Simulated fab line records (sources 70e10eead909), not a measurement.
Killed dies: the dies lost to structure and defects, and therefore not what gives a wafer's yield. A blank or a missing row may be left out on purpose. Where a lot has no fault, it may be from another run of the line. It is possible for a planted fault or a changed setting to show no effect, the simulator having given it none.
Matching of chambers / flow nand_harc / NHARC_A_CHANNEL_FILL_D2_CMP_10 on cmp-04: 4 sister chambers
The step polishes, target thk 150 nm. 8 wafers are shown with their chamber, then 9 later ones without.

## EACH WAFER AND ITS CHAMBER
wafer=L083.3; chamber=3; retaining_ring_pressure_frac=1.001; motor_current_A (A)=11.8
wafer=L083.5; chamber=3; retaining_ring_pressure_frac=0.998; motor_current_A (A)=11.6
wafer=L085.2; chamber=2; retaining_ring_pressure_frac=1.002; motor_current_A (A)=11.8
wafer=L085.3; chamber=1; retaining_ring_pressure_frac=1.002; motor_current_A (A)=10.9
wafer=L085.6; chamber=0; retaining_ring_pressure_frac=1.001; motor_current_A (A)=12.0
wafer=L086.1; chamber=2; retaining_ring_pressure_frac=0.992; motor_current_A (A)=12.1
wafer=L086.5; chamber=0; retaining_ring_pressure_frac=1.004; motor_current_A (A)=12.4
wafer=L086.6; chamber=1; retaining_ring_pressure_frac=1.008; motor_current_A (A)=10.9

## WAFERS WHOSE CHAMBER IS MISSING
wafer=L091.3; retaining_ring_pressure_frac=1.000; motor_current_A (A)=11.6
wafer=L091.5; retaining_ring_pressure_frac=1.004; motor_current_A (A)=11.6
wafer=L091.6; retaining_ring_pressure_frac=1.002; motor_current_A (A)=11.6
wafer=L092.2; retaining_ring_pressure_frac=1.001; motor_current_A (A)=11.7
wafer=L092.4; retaining_ring_pressure_frac=1.003; motor_current_A (A)=11.5
wafer=L092.5; retaining_ring_pressure_frac=1.000; motor_current_A (A)=10.8
wafer=L097.2; retaining_ring_pressure_frac=1.006; motor_current_A (A)=11.4
wafer=L097.3; retaining_ring_pressure_frac=1.001; motor_current_A (A)=11.8
wafer=L097.6; retaining_ring_pressure_frac=0.998; motor_current_A (A)=11.3

## THE CHAMBER EACH PASSED THROUGH
wafer=L091.3; from the rows above=can't be placed: 3 or 2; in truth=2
wafer=L091.5; from the rows above=can't be placed: 3 or 2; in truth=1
wafer=L091.6; from the rows above=can't be placed: 3 or 2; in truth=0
wafer=L092.2; from the rows above=can't be placed: 3 or 2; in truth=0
wafer=L092.4; from the rows above=can't be placed: 3 or 2 or 1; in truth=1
wafer=L092.5; from the rows above=1; in truth=1
wafer=L097.2; from the rows above=can't be placed: 3 or 1 or 2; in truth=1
wafer=L097.3; from the rows above=can't be placed: 3 or 2 or 0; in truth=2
wafer=L097.6; from the rows above=can't be placed: 3 or 1 or 2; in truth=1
1 of 9 placed correctly. Unplaceable from these rows: 8, with the true chamber sitting among the candidates in 5. Wrongly placed: 0.
How it was worked out, from the rows above alone: a wafer's distance from a chamber is the root of the sum, over the readings, of the square of ((its reading less the chamber's mean) divided by the reading's scatter). The wafer belongs to the nearest chamber; if the next one is less than 2 further off, it can't be placed. For every chamber, the mean is computed from those of its wafers that are shown. The scatter is the square root of a quotient: the sum, over the shown wafers, of each reading's squared deviation from its chamber's mean, divided by wafers minus chambers.
